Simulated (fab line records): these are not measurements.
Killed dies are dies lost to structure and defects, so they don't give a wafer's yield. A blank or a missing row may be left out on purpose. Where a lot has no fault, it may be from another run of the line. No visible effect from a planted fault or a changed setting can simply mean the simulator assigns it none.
fab line records ; flow n5Finfet ; part 2 of 2: steps 20 to 29 of 29
[record] lots = 5; wafers = 15; lastDay = 18
route steps=1938 shown BEOL_M15@1822 PASS1_DEP@1831 MIM_BOT@1832 MIM_TOP@1834 MIM_TOP_LITHO@1839
lots with no fault: from the same line, run without faults
startH: start of the lot's first displayed wafer, in hours after the record's first day ; waitH: how many hours have passed since the lot's step before this one ; " same as the row above ; L1.1+2: one row covering several wafers at once ; - no value, or no start was given ; * or withheld: withheld ; < > ~ a bound
route shown NAME@n: a module of which the file shows steps, and the number in the route of the first ; usual: mean/standard deviation taken from wafers without a fault ; same: alike in all rows ; chamber/n: place in a boat ; sites: per-site readings ; _std_site: the standard deviation of these ; _edge_site: mean of outer sites minus mean of inner sites ; radiusMm: for every site, how far away it sits from the centre of the wafer ; mask NAME#n: copy n ; behind: the tool/chamber that last shaped the wafer ; hold: why the lot was held/for how many hours/how that ended ; device: names the non-switching transistor (n, p or np) ; end of line: the tests these same wafers got at the end of their route ; where a step has no rows: the recipe by itself ; killed: dies lost to structure and defects at the first sort, not the wafer's yield ; map: shows each die of a wafer: x if killed, . if not, _ if none is there
set.NAME: the run value of the setting; set.NAME@STEP: its run value at that earlier step ; model.NAME: the simulator's own value behind a step, which no gauge read
a table for each step, a row for each wafer; lots at some steps of the route
services: when a tool's chamber went out of use (startH, in hours from the record's first day, below 0 if earlier), for how many hours, and the reason
[[steps]]
[step N5_MIM_TOP_LITHO_EBR_04]
[recipe] solvent = PGMEA; ebrWidthMm = 1.5
[usual] resistLineTempC = 23.02/0.11
lot.wafer;tool;chamber;startH;waitH;resistLineTempC
L078.1;lithoTrack-04;0;-;-;22.97
L078.4;lithoTrack-04;0;-;-;23.06
L078.6;lithoTrack-04;0;-;-;23.06
L076.2;lithoTrack-03;0;-;-;23.13
L076.4;lithoTrack-03;0;-;-;22.92
L076.5;lithoTrack-03;0;-;-;23.01
L088.2;lithoTrack-04;0;-;-;23.06
L088.3;lithoTrack-04;0;-;-;23.19
L088.6;lithoTrack-04;0;-;-;23.16
L091.1;lithoTrack-04;0;-;-;22.97
L091.4;lithoTrack-04;0;-;-;22.95
L091.6;lithoTrack-04;0;-;-;22.99
L096.1;lithoTrack-04;0;-;-;22.78
L096.2;lithoTrack-04;0;-;-;22.91
L096.3;lithoTrack-04;0;-;-;22.88
[step N5_MIM_TOP_LITHO_SOFTBAKE_03]
[recipe] tempC = 100; timeS = 90
[usual] resistLineTempC = 23.01/0.11
lot.wafer;tool;chamber;startH;waitH;resistLineTempC
L078.1;lithoTrack-04;0;-;-;23.12
L078.4;lithoTrack-04;0;-;-;22.92
L078.6;lithoTrack-04;0;-;-;22.85
L076.2;lithoTrack-03;0;-;-;22.87
L076.4;lithoTrack-03;0;-;-;22.99
L076.5;lithoTrack-03;0;-;-;22.78
L088.2;lithoTrack-04;0;-;-;22.88
L088.3;lithoTrack-04;0;-;-;23.02
L088.6;lithoTrack-04;0;-;-;23.09
L091.1;lithoTrack-04;0;-;-;23.11
L091.4;lithoTrack-04;0;-;-;23.11
L091.6;lithoTrack-04;0;-;-;23.20
L096.1;lithoTrack-04;0;-;-;22.98
L096.2;lithoTrack-04;0;-;-;23.10
L096.3;lithoTrack-04;0;-;-;23.11
[step N5_MIM_TOP_LITHO_EXPOSE_05]
[recipe] maskId = MIM_TOP; na = 0.55; sourceShape = conventional; sigmaOuter = 0.8; polarization = unpolarized; targetCdNm = 2000; doseMj = 20.5
[usual] exposureDoseMJCm2 = 20.486/0.023
lot.wafer;tool;chamber;startH;waitH;mask;exposureDoseMJCm2
L078.1;krfScanner-01;0;296.43;-;MIM_TOP#0;20.481
L078.4;krfScanner-01;0;296.43;-;MIM_TOP#0;20.457
L078.6;krfScanner-01;0;296.43;-;MIM_TOP#0;20.437
L076.2;krfScanner-01;0;298.53;-;MIM_TOP#0;20.459
L076.4;krfScanner-01;0;298.53;-;MIM_TOP#0;20.482
L076.5;krfScanner-01;0;298.53;-;MIM_TOP#0;20.443
L088.2;krfScanner-01;0;357.63;-;MIM_TOP#0;20.486
L088.3;krfScanner-01;0;357.63;-;MIM_TOP#0;20.506
L088.6;krfScanner-01;0;357.63;-;MIM_TOP#0;20.495
L091.1;krfScanner-01;0;369.13;-;MIM_TOP#0;20.520
L091.4;krfScanner-01;0;369.13;-;MIM_TOP#0;20.466
L091.6;krfScanner-01;0;369.13;-;MIM_TOP#0;20.490
L096.1;krfScanner-01;0;420.79;-;MIM_TOP#0;20.504
L096.2;krfScanner-01;0;420.79;-;MIM_TOP#0;20.492
L096.3;krfScanner-01;0;420.79;-;MIM_TOP#0;20.496
[step N5_MIM_TOP_LITHO_PEB_06]
[recipe] pebTempC = withheld; pebTimeS = *
[usual] resistLineTempC = *
lot.wafer;tool;chamber;startH;waitH;resistLineTempC
L078.1;lithoTrack-02;0;296.48;0.1;*
L078.4;lithoTrack-02;0;296.48;0.1;*
L078.6;lithoTrack-02;0;296.48;0.1;*
L076.2;lithoTrack-03;0;298.58;0.0;*
L076.4;lithoTrack-03;0;298.58;0.0;*
L076.5;lithoTrack-03;0;298.58;0.0;*
L088.2;lithoTrack-02;0;357.69;0.0;*
L088.3;lithoTrack-02;0;357.69;0.0;*
L088.6;lithoTrack-02;0;357.69;0.0;*
L091.1;lithoTrack-02;0;369.19;0.1;*
L091.4;lithoTrack-02;0;369.19;0.1;*
L091.6;lithoTrack-02;0;369.19;0.1;*
L096.1;lithoTrack-03;0;420.84;0.1;*
L096.2;lithoTrack-03;0;420.84;0.1;*
L096.3;lithoTrack-03;0;420.84;0.1;*
[step N5_MIM_TOP_LITHO_DEVELOP_07]
[recipe] developTimeS = 60; rinseLiquid = diw; dry = airSpin; devTempC = 21
[usual] resistLineTempC = 23.01/0.095
lot.wafer;tool;chamber;startH;waitH;resistLineTempC
L078.1;lithoTrack-02;0;-;-;23.14
L078.4;lithoTrack-02;0;-;-;22.89
L078.6;lithoTrack-02;0;-;-;22.93
L076.2;lithoTrack-03;0;-;-;22.97
L076.4;lithoTrack-03;0;-;-;23.06
L076.5;lithoTrack-03;0;-;-;23.08
L088.2;lithoTrack-02;0;-;-;23.10
L088.3;lithoTrack-02;0;-;-;23.06
L088.6;lithoTrack-02;0;-;-;22.96
L091.1;lithoTrack-02;0;-;-;23.01
L091.4;lithoTrack-02;0;-;-;22.96
L091.6;lithoTrack-02;0;-;-;23.06
L096.1;lithoTrack-03;0;-;-;23.07
L096.2;lithoTrack-03;0;-;-;23.02
L096.3;lithoTrack-03;0;-;-;22.81
[step N5_MIM_TOP_LITHO_HARDBAKE_09]
[recipe] tempC = 130; timeS = 120
[usual] resistLineTempC = 22.99/0.11
lot.wafer;tool;chamber;startH;waitH;resistLineTempC
L078.1;lithoTrack-02;0;-;-;22.95
L078.4;lithoTrack-02;0;-;-;22.92
L078.6;lithoTrack-02;0;-;-;22.86
L076.2;lithoTrack-03;0;-;-;22.96
L076.4;lithoTrack-03;0;-;-;22.98
L076.5;lithoTrack-03;0;-;-;22.98
L088.2;lithoTrack-02;0;-;-;22.89
L088.3;lithoTrack-02;0;-;-;22.74
L088.6;lithoTrack-02;0;-;-;22.89
L091.1;lithoTrack-02;0;-;-;22.95
L091.4;lithoTrack-02;0;-;-;22.88
L091.6;lithoTrack-02;0;-;-;23.05
L096.1;lithoTrack-03;0;-;-;22.93
L096.2;lithoTrack-03;0;-;-;23.09
L096.3;lithoTrack-03;0;-;-;23.02
[step N5_MIM_TOP_LITHO_CD_MEAS_08]
[recipe] targetCdNm = 2000; landingEnergyEv = 500; detector = seInlens
[usual] cdNm = 2000.7/2.6
lot.wafer;tool;chamber;startH;waitH;cdNm
L078.1;cdSem-03;0;296.60;-;2000.2
L078.4;cdSem-03;0;296.60;-;1998.0
L078.6;cdSem-03;0;296.60;-;2001.2
L076.2;cdSem-02;0;298.70;-;1995.8
L076.4;cdSem-02;0;298.70;-;1998.3
L076.5;cdSem-02;0;298.70;-;1997.5
L088.2;cdSem-01;0;357.81;-;2002.2
L088.3;cdSem-01;0;357.81;-;1996.6
L088.6;cdSem-01;0;357.81;-;1998.9
L091.1;cdSem-01;0;369.31;-;1996.5
L091.4;cdSem-01;0;369.31;-;1998.9
L091.6;cdSem-01;0;369.31;-;1998.1
L096.1;cdSem-01;0;420.96;-;1995.9
L096.2;cdSem-01;0;420.96;-;1997.7
L096.3;cdSem-01;0;420.96;-;1998.2
[step N5_MIM_TOP_LITHO_OVL_MEAS_11]
[recipe] pointsPerWafer = 44
[usual] MIM_TOP_OVL = -1/5.7
lot.wafer;tool;chamber;startH;waitH;MIM_TOP_OVL[nm]
L078.1;overlay-01;0;296.63;0.0;5
L078.4;overlay-01;0;296.63;0.0;6
L078.6;overlay-01;0;296.63;0.0;5
L076.2;overlay-02;0;298.73;0.0;-2
L076.4;overlay-02;0;298.73;0.0;-3
L076.5;overlay-02;0;298.73;0.0;-3
L088.2;overlay-02;0;357.83;0.0;2
L088.3;overlay-02;0;357.83;0.0;-2
L088.6;overlay-02;0;357.83;0.0;2
L091.1;overlay-02;0;369.34;0.0;0
L091.4;overlay-02;0;369.34;0.0;-3
L091.6;overlay-02;0;369.34;0.0;-1
L096.1;overlay-01;0;420.99;0.0;-7
L096.2;overlay-01;0;420.99;0.0;-9
L096.3;overlay-01;0;420.99;0.0;-9
[step N5_MIM_TOP_LITHO_INSPECT_12]
[recipe] mode = adi; inspectInstrument = macro
[usual] rawDefectCount = 2.3/1.4
lot.wafer;tool;chamber;startH;waitH;rawDefectCount
L078.1;defectInspect-01;-;296.66;0.0;0
L078.4;defectInspect-01;-;296.66;0.0;4
L078.6;defectInspect-01;-;296.66;0.0;1
L076.2;defectInspect-01;-;298.76;0.0;3
L076.4;defectInspect-01;-;298.76;0.0;0
L076.5;defectInspect-01;-;298.76;0.0;3
L088.2;defectInspect-02;-;357.86;0.0;1
L088.3;defectInspect-02;-;357.86;0.0;4
L088.6;defectInspect-02;-;357.86;0.0;2
L091.1;defectInspect-01;-;369.36;0.0;2
L091.4;defectInspect-01;-;369.36;0.0;3
L091.6;defectInspect-01;-;369.36;0.0;2
L096.1;defectInspect-01;-;421.02;0.0;3
L096.2;defectInspect-01;-;421.02;0.0;1
L096.3;defectInspect-01;-;421.02;0.0;0
[step N5_MIM_TOP_LITHO_DESCUM_10]
[recipe] chemistry = O2; timeS = 7.9; sourcePowerW = 50; biasPowerW = 20; pressureMtorr = 20; rfFrequencyHz = 2.712e+07; tempC = 40; o2FlowSccm = 225
[usual] drypumpMotorCurrentA = 5.9/0.51; oesProductAu = 0.80/0.086; rfVppV = 243.1/1.4; showerheadPlenumPTorr = 2.10/0.068; throttleValvePct = 20.36/0.17
lot.wafer;tool;chamber;startH;waitH;drypumpMotorCurrentA;oesProductAu;rfHoursCounterH;rfVppV;showerheadPlenumPTorr;throttleValvePct
L078.1;rieDiel-06;0;296.77;0.1;6.3;0.71;180;242.1;2.08;20.22
L078.4;rieDiel-06;1;296.77;0.1;5.8;0.77;136;242.1;2.02;20.32
L078.6;rieDiel-06;1;296.77;0.1;5.8;0.76;-;241.9;2.02;20.33
L076.2;rieDiel-02;3;298.84;0.1;6.8;0.93;14;241.3;2.03;20.37
L076.4;rieDiel-02;2;298.84;0.1;5.9;0.94;25;240.7;2.04;20.13
L076.5;rieDiel-02;1;298.84;0.1;6.3;0.80;-;244.7;2.11;20.52
L088.2;rieDiel-06;1;357.89;0.0;5.8;0.76;159;241.8;2.01;20.37
L088.3;rieDiel-06;0;357.89;0.0;6.4;0.70;203;243.2;2.07;20.26
L088.6;rieDiel-06;2;357.89;0.0;4.9;0.92;-;242.3;2.07;20.29
L091.1;rieDiel-04;1;369.57;0.2;5.9;0.84;63;243.4;2.11;20.23
L091.4;rieDiel-04;0;369.57;0.2;5.9;0.80;-;245.9;2.18;20.62
L091.6;rieDiel-04;1;369.57;0.2;5.8;0.84;-;243.2;2.11;20.22
L096.1;rieDiel-06;1;421.52;0.5;5.8;0.73;183;241.0;2.01;20.41
L096.2;rieDiel-06;3;421.52;0.5;6.4;0.71;221;244.6;2.16;20.61
L096.3;rieDiel-06;0;421.52;0.5;6.4;0.68;227;243.3;2.06;20.30
[[services]]
tool;chamber;startH;hours;kind
aldHk-03;-;275.26;0.7;repair
rieDiel-06;-;279.75;0.6;repair
pecvd-03;2;281.80;4.3;repair
aldHk-01;-;282.93;28.1;pm
krfScanner-01;-;294.05;1.3;pm
cmp-04;-;306.07;0.5;repair
pecvd-03;-;307.84;0.5;repair
krfScanner-01;-;308.31;21.0;pm
cmp-03;-;311.23;4.0;pm
cmp-04;-;319.68;1.3;repair
pecvd-03;0;320.29;13.8;repair
ecdCu-02;-;322.17;4.7;pm
aldHk-01;-;331.19;1.1;repair
pecvd-02;-;332.83;0.4;repair
pvdSputter-02;-;339.91;4.3;repair
aldHk-01;-;342.01;2.8;pm
krfScanner-01;-;343.12;0.8;pm
krfScanner-01;-;374.81;1.0;pm
pecvd-03;2;377.01;8.5;repair
pvdSputter-03;-;380.55;4.1;repair
pecvd-02;-;387.42;0.9;repair
rieDiel-06;2;398.58;13.6;repair
krfScanner-01;-;404.38;1.0;repair
rtpAnneal-01;-;411.98;5.0;pm
